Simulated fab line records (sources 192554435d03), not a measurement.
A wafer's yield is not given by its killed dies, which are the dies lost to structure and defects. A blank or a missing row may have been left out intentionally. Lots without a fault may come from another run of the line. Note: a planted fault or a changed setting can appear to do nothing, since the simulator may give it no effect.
Problem report in the 8D (eight disciplines) form, filled by code || flow n5 finfet || the parts of the form that need people (team, actions taken, sign-off) are left out

1. THE PROBLEM
Mean of run length s at N5_BEOL_M15_ETCH_59: 103.7 s across 2 wafers in 2 lots; on wafers with no fault it is 91.3 s (standard deviation 0.32). Relative to the usual mean, that is a shift of +39 standard deviations.
The step: etches BARC in N2/H2, target depth 89 nm, overetch 26.7 nm, time 67.9 s.
Seen first at day 15 09:43 on rie diel-04, wafer L720.5. The record has a number at this step for 17 wafers belonging to 6 lots. The rule behind "out" and "out of limits": a value lying over 4 standard deviations away from the usual mean. All remaining wafers that have a number are taken as sound.

2. WHAT IT IS; WHAT IT IS NOT
{"question": "which readings at this step", "is": "run length s", "is not": "bias w, drypump motor current A, oes product au, rf vpp V, showerhead plenum p Torr, throttle valve pct"}
{"question": "which lots", "is": "L720, L721", "is not": "L703, L705, L724, L726"}
{"question": "which wafers of those lots", "is": "L720.5, L721.4", "is not": "L720.1, L721.3, L721.6"}
{"question": "read on which tools", "is": "rie diel-04", "is not": "rie diel-02, rie diel-05"}
{"question": "when", "is": "from day 15 09:43", "is not": "up to then (7 sound wafers); but 8 sound wafers of L721, L724, L726 came after"}

3. SUSPECTS, AND WHAT RULES EACH OUT
Counting: any tool at a process step up to the reading remains a suspect provided it ran every lot that is out. Sound lots after the first of them don't rule it out here, since some wafers of a struck lot are sound.
- rie diel-04 at N5_BEOL_M15_DESCUM_15 (chemistry O2, time 7.9 s): kept. It processed each lot that is out (first: L720, day 15 09:41); up to then, its last sound lot is L705 (day 11 12:08).
- rie diel-04 at N5_BEOL_M15_ETCH_59 (etches BARC in N2/H2, target depth 89 nm, overetch 26.7 nm, time 67.9 s): kept. It processed each lot that is out (first: L720, day 15 09:43); up to then, its last sound lot is L705 (day 11 12:10). Out on those wafers are its own readings of run length s.
What counting leaves: rie diel-04 at N5_BEOL_M15_DESCUM_15 and rie diel-04 at N5_BEOL_M15_ETCH_59.

4. THE CAUSE (what the simulator had put in)
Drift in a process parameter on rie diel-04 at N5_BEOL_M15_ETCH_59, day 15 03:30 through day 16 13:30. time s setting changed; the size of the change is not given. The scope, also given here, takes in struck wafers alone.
After counting, 2 suspects remain, this tool included.

5. THE EFFECT CHAIN, in route order
Each row: a reading whose mean over the struck wafers that have a number lies more than 3 standard deviations from the usual. Only readings for which the record gives a usual standard deviation are gone through. hours: the time from each lot's start at the first step in this table that gives one to its start at this step, as a median over the lots. sigmas: the change in usual standard deviations.
{"hours": 0, "step": "N5_BEOL_M15_ETCH_59", "reading": "run length s", "usual": "91.3 s", "on struck wafers": 103.7, "change": "+12.4", "sigmas": "+39"}
Its process steps:
- N5_BEOL_M15_ETCH_59: etches BARC in N2/H2, target depth 89 nm, overetch 26.7 nm, time 67.9 s.

6. HOW IT WOULD HAVE BEEN CAUGHT EARLIER
First out-of-limits reading in this record: day 15 09:43, which is 6 hours after fault onset at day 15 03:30.
